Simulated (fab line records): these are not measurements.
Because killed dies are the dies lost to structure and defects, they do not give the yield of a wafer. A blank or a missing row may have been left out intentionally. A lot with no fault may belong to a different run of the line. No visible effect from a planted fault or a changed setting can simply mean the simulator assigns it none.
Struck lot and sound lot, side by side -- flow nand harc -- 13 out of 1302 route steps
Sound: the wafers L116.3, L116.4, L116.5. Struck: wafer L111.4 (left out: L111.2, a lot-mate that was not struck); the cause follows at the end.
For every step that has rows: the tool of each side, followed by ch and its chambers, followed by its first start. Under that, the readings that differ: sound wafers -- struck wafers -- difference of the means -- sigmas: that difference in standard deviations of wafers without a fault.
alike: a reading whose means differ by less than 2 such deviations, as well as words and numbers matching on both sides. not compared: withheld readings; readings where some wafer has no value; bounds like >300 that might hide an equal value; numbers whose values overlap and for which the record gives no deviation.
The two part at a step that has a row with sigmas, a row that says differs or no value, or rows on one side only. When numbers do not overlap yet have no deviation, they are printed without sigmas and do not part them. A reading that every wafer of one side lacks parts them only if that side has two wafers or more.

NHARC_A_WL_FILL_ALD_10: deposits SiO2, target thk 50 nm, pulse time 10 s, ald cycles 500.
  sound on ald hk-04 ch 1,2,3, day 27 17:34; struck on ald hk-03 ch 0, day 25 18:25
  alike: heater power w, precursor pulse height rel
NHARC_A_WL_FILL_ETCHBACK_16: etches the open film in C4F8/O2/Ar, target depth 120 nm, time 24 s.
  sound: rie diel-11 ch 0,2; struck: rie diel-09 ch 2
reading,sound,struck,difference,sigmas
rf vpp V (V),729 727 730,718,-11,-2
  alike: oes product au
  not compared: rf hours counter h
then, 1 step without rows for these wafers: NHARC_A_WL_FILL_STRIP_29 (strips in O2, time 20 s).
NHARC_A_WL_FILL_ETCHBACK_17: etches the open film in Cl2/BCl3, target depth 4 nm, time 26.7 s.
  sound on rie metal-01 ch 0,1, day 27 22:26; struck on rie metal-03 ch 0, day 25 22:11
  alike: drypump motor current A, oes product au
  not compared: rf hours counter h
then, 3 steps without rows for these wafers: NHARC_A_WL_FILL_PRECLEAN_18 (cleans in dHF, time 30 s); NHARC_A_WL_FILL_SRD_21; NHARC_A_WL_FILL_CVD_23 (deposits poly-Si, target thk 40 nm, time 800 s).
NHARC_A_WL_FILL_ETCHBACK_26: etches the open film in HBr, target depth 52 nm, time 13.3 s.
  sound on rie si-02 ch 0,2,3, day 28 03:29; struck on rie si-04 ch 0, day 26 03:19
  alike: drypump motor current A, hbr flow sccm, oes product au, throttle valve pct
  not compared: rf hours counter h
then, 2 steps without rows for these wafers: NHARC_A_WL_FILL_PRECLEAN_30 (cleans in dHF, time 10 s); NHARC_A_WL_FILL_SRD_14.
NHARC_A_WL_FILL_ALD_19: deposits TiN, target thk 2 nm, pulse time 3 s, ald cycles 100.
  sound on ald metal-01 ch 0,1,3, day 28 03:50; struck on ald metal-01 ch 3, day 26 03:35
reading,sound,struck,difference,sigmas
precursor pulse height rel,0.979 0.995 0.967,1.045,+0.065,+3
  alike: heater power w
NHARC_A_WL_FILL_CVD_20: deposits W, target thk 100 nm, time 74 s.
  sound on cvd w-02 ch 0,1, day 28 04:02; struck on cvd w-01 ch 0, day 26 03:49
  alike: heater power w, mfc h2 sccm, mfc wf6 sccm, throttle valve pct
NHARC_A_WL_FILL_CMP_12: polishes, t overpolish 30 s, target thk 100 nm.
  sound on cmp-01 ch 1,3, day 28 04:13; struck on cmp-02 ch 1, day 26 04:00
  alike: motor current A, overpolish run s, retaining ring pressure frac, slurry filter dp kPa, time to endpoint s

## WHERE THEY PART
First at NHARC_A_WL_FILL_ETCHBACK_16; last, within this record, at NHARC_A_WL_FILL_ALD_19. Later steps at which nothing parts them and some readings are alike: NHARC_A_WL_FILL_CVD_20, NHARC_A_WL_FILL_CMP_12.

WHY: what had been put in by the simulator
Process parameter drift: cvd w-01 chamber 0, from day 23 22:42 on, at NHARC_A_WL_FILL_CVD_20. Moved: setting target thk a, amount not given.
